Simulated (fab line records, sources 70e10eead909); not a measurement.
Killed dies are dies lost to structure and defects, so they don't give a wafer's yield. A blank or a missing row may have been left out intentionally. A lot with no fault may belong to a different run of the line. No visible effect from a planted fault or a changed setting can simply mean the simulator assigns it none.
Chamber matching | flow nandHarc | NHARC_A_CHANNEL_FILL_D1_ALD_14 on aldHk-03 has 4 sister chambers
The step deposits SiO2, target thk 2.5 nm, pulse time 10 s, ald cycles 25. 8 wafers are shown with their chamber, then 11 later ones without.

## WAFERS, EACH WITH ITS CHAMBER
wafer  | chamber | heaterPowerW (W) | precursorPulseHeightRel
L082.2 | 2       | 465              | 1.006
L082.6 | 3       | 513              | 1.020
L086.1 | 1       | 535              | 1.038
L086.6 | 2       | 477              | 0.987
L092.3 | 0       | 477              | 0.977
L092.5 | 0       | 480              | 1.021
L092.6 | 3       | 521              | 0.999
L093.1 | 1       | 547              | 0.995

## WAFERS WITH NO CHAMBER GIVEN
wafer  | heaterPowerW (W) | precursorPulseHeightRel
L093.3 | 499              | 1.007
L093.5 | 483              | 0.988
L094.1 | 490              | 1.019
L094.3 | 514              | 1.031
L094.6 | 532              | 0.990
L097.1 | 496              | 1.028
L097.2 | 539              | 1.009
L097.6 | 487              | 1.024
L097.3 | 464              | 0.970
L097.4 | 518              | 1.029
L097.5 | 547              | 0.988

## THE CHAMBER EACH PASSED THROUGH
wafer  | from the rows above          | in truth
L093.3 | can't be placed: 3 or 0 or 2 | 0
L093.5 | can't be placed: 0 or 2      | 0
L094.1 | can't be placed: 0 or 2      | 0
L094.3 | 3                            | 3
L094.6 | can't be placed: 1 or 3      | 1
L097.1 | can't be placed: 0 or 3 or 2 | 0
L097.2 | 1                            | 1
L097.6 | can't be placed: 0 or 2      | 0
L097.3 | can't be placed: 2 or 0      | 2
L097.4 | 3                            | 3
L097.5 | 1                            | 1
Placed correctly: 4 of 11. Can't be placed from these rows: 7 (the true chamber is among the candidates in 7). Number placed wrongly: 0.
How it was worked out, from the rows above alone: a wafer's distance from a chamber is the root of the sum, over the readings, of the square of ((its reading less the chamber's mean) divided by the reading's scatter). If the next closest chamber is less than 2 further off than the closest, the wafer can't be placed; otherwise it belongs to the closest. For every chamber, the mean is computed from those of its wafers that are shown. The scatter: take each reading less its chamber's mean, square it, sum over the shown wafers, divide by the number of wafers less the number of chambers, and take the root.
